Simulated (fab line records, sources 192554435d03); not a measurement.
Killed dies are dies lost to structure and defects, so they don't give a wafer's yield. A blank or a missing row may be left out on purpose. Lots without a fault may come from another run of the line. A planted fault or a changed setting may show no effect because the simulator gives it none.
A struck lot beside a sound one | flow n5_finfet | 15 steps out of a route of 1938
Sound: wafers L123.2, L123.4, L123.5. Struck: wafer L133.3. (L133.1 of the same lot was not struck and is left out.) The cause comes at the end.
At each step with rows: each side's tool, then ch and its chambers, then its first start. Under that, the readings that differ: sound wafers | struck wafers | difference of the means | sigmas: that difference in standard deviations of wafers without a fault.
alike: readings whose means differ by less than 2 such deviations, and words and numbers that are the same on both sides. not compared: withheld readings, readings that some wafer has no value for, bounds like >300 that may hide the same value, and numbers for which the record gives no deviation and whose values overlap.
The two part at a step that has a row with sigmas, a row that says differs or no value, or rows on one side only. Numbers that don't overlap but have no deviation are shown without sigmas and don't part them. A reading that every wafer of one side lacks parts them only if that side has two wafers or more.

first, 2 steps without rows for these wafers: N5_BEOL_M11_CURE_72 (cures SiCOH lowk, time 120 s); N5_BEOL_M11_DEGAS_44 (time 60 s).
N5_BEOL_M11_PRE_CLEAN_45: time 30 s.
  sound on pvd_sputter-03, day 12 08:36; struck on pvd_sputter-01, day 14 22:55
  alike: heater_power_w
N5_BEOL_M11_ALD_74: deposits TaN, target thk 2 nm, pulse time 2 s, purge time 3 s.
  sound on ald_metal-01 ch 0,1,3, day 12 08:42; struck on ald_metal-02 ch 0, day 14 22:59
  alike: chamber_pressure_Torr, heater_power_w
  not compared: since_wet_clean_h
N5_BEOL_M11_SURFACE_TREAT_76:
  sound on pvd_sputter-03, day 12 09:06; struck on pvd_sputter-03, day 14 23:20
  not compared: throttle_valve_pct
then, 3 steps without rows for these wafers: N5_BEOL_M11_CVD_75 (deposits Co from CCTBA/H2, target thk 2 nm, time 138.9 s); N5_BEOL_M11_SPUTTER_48 (material Cu, target thk 12 nm, time 2 s); N5_BEOL_M11_ECD_50 (material Cu, target thk 318 nm).
N5_BEOL_M11_ANNEAL_51: time 90 s.
  sound on rtp_anneal-01 ch 0, day 12 10:18; struck on rtp_anneal-02 ch 0, day 14 23:49
  alike: wafer_temp_C_max
N5_BEOL_M11_CMP_52: polishes, stops on SiCOH lowk, t overpolish 7 s, target thk 140 nm.
  sound on cmp-01 ch 0,1,2, day 12 10:47; struck on cmp-04 ch 2, day 15 00:06
  alike: barrier_field_endpoint_s, motor_current_A, overpolish_run_s, time_to_endpoint_s
  not compared: pad_life_wafers
N5_BEOL_M11_THK_MEAS_53: measures by xrf.
  sound on film_metro-02, day 12 11:04; struck on film_metro-01, day 15 00:24
  alike: M11_THK
then, 1 step without rows for these wafers: N5_BEOL_M11_PRE_CLEAN_55 (time 15 s).
N5_BEOL_M11_DEP_56: deposits SiCN from 3MS/NH3, target thk 30 nm, time 10.5 s.
  sound on pecvd-01 ch 1,2, day 12 11:08; struck on pecvd-04 ch 0, day 15 00:28
  reading                                   | sound          | struck | difference | sigmas
  model.SiCN_of_BEOL_M11_DEP_56.thk_nm (nm) | 29.8 30.4 30.4 | 40.8   | +10.6      |
  alike: chamber_pressure_Torr, showerhead_plenum_p_Torr, throttle_valve_pct
  not compared: since_wet_clean_h
N5_BEOL_M11_RS_MEAS_57: measures by four-point-probe.
  sound on film_metro-02, day 12 11:12; struck on film_metro-01, day 15 00:31
  alike: M11_RS
N5_PASSIVATION_PROBE_49:
  sound on prober-02, day 13 19:10; struck on prober-01, day 16 15:58
  reading             | sound    | struck | difference | sigmas
  killed_at_M0_to_M3  | 43 52 55 | 27     | -23        | -2
  killed_at_front_end | 24 41 36 | 69     | +35        | +3
  alike: defect_limited_yield, killed_at_M4_up, killed_at_contacts, killed_at_other, killed_dies, killed_open, killed_short, sort_bin_5_function, sort_bin_6_memory, sort_bin_8_speed, sort_n_pass, sort_yield_pct

WHERE THEY PART
Only at N5_PASSIVATION_PROBE_49, within this record.

WHY: what the simulator had put in
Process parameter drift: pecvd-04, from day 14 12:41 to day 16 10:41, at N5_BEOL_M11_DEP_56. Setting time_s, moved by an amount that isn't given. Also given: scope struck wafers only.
